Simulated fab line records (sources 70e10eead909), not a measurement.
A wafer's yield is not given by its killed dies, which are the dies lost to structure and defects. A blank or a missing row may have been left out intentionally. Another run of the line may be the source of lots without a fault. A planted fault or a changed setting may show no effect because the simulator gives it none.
Chamber matching    flow nandHarc    rieDiel-13 running NHARC_A_CONTACT_ETCH_48: 4 sister chambers
The step etches the open film in CF4, target depth 39 nm, time 65 s. 20 wafers are shown with their chamber, then 10 later ones without.

== WAFERS PAIRED WITH THEIR CHAMBERS ==
wafer   chamber  showerheadPlenumPTorr (Torr)  drypumpMotorCurrentA (A)  oesProductAu (a.u.)
L076.1  3        1.83                          6.2                       1.003
L076.3  0        1.77                          5.6                       1.003
L076.6  3        1.83                          6.2                       1.005
L078.1  0        1.77                          5.6                       1.002
L078.3  3        1.83                          6.2                       1.013
L078.5  2        1.68                          6.0                       1.014
L080.1  1        1.79                          5.2                       1.012
L080.4  3        1.83                          6.2                       1.012
L080.5  0        1.77                          5.6                       1.004
L082.3  0        1.77                          5.6                       0.990
L082.5  1        1.79                          5.2                       1.011
L082.6  2        1.68                          6.1                       1.015
L084.1  1        1.79                          5.2                       1.020
L084.3  3        1.83                          6.2                       1.005
L084.6  1        1.79                          5.2                       1.020
L083.1  1        1.79                          5.2                       1.016
L083.3  3        1.83                          6.2                       0.999
L083.5  0        1.77                          5.5                       0.993
L090.1  2        1.68                          6.0                       1.012
L090.3  0        1.76                          5.6                       0.998

SIGNATURES, as means of the wafers listed above
reading                chamber 0  chamber 1  chamber 2  chamber 3  scatter within a chamber
showerheadPlenumPTorr  1.7683     1.7900     1.6800     1.8300     0.00228
drypumpMotorCurrentA   5.583      5.200      6.033      6.200      0.0306
oesProductAu           0.99833    1.01580    1.01367    1.00617    0.00492
Rule: a wafer lies at a distance from a chamber equal to the root of the sum of squares, over the readings, of (its reading less the chamber's mean, divided by the reading's scatter). The wafer belongs to the nearest chamber; if the next one is less than 2 further off, it can't be placed. The scatter is the square root of a quotient: the sum, over the shown wafers, of each reading's squared deviation from its chamber's mean, divided by wafers minus chambers.

== WAFERS MISSING THEIR CHAMBER ==
wafer   showerheadPlenumPTorr (Torr)  drypumpMotorCurrentA (A)  oesProductAu (a.u.)
L090.6  1.79                          5.2                       1.028
L091.3  1.76                          5.6                       0.996
L091.4  1.68                          6.0                       1.024
L091.5  1.79                          5.2                       1.040
L095.1  1.68                          6.0                       1.011
L095.2  1.76                          5.6                       0.982
L095.4  1.79                          5.2                       1.021
L097.1  1.76                          5.6                       0.980
L097.2  1.68                          6.0                       1.005
L097.6  1.82                          6.2                       1.014

== WHICH CHAMBER EACH ONE RAN IN ==
wafer   from the rows above  in truth
L090.6  1                    1
L091.3  0                    0
L091.4  2                    2
L091.5  1                    1
L095.1  2                    2
L095.2  0                    0
L095.4  1                    1
L097.1  0                    0
L097.2  2                    2
L097.6  3                    3
10 of 10 placed correctly. Left unplaced by these rows: 0. 0 placed wrongly.
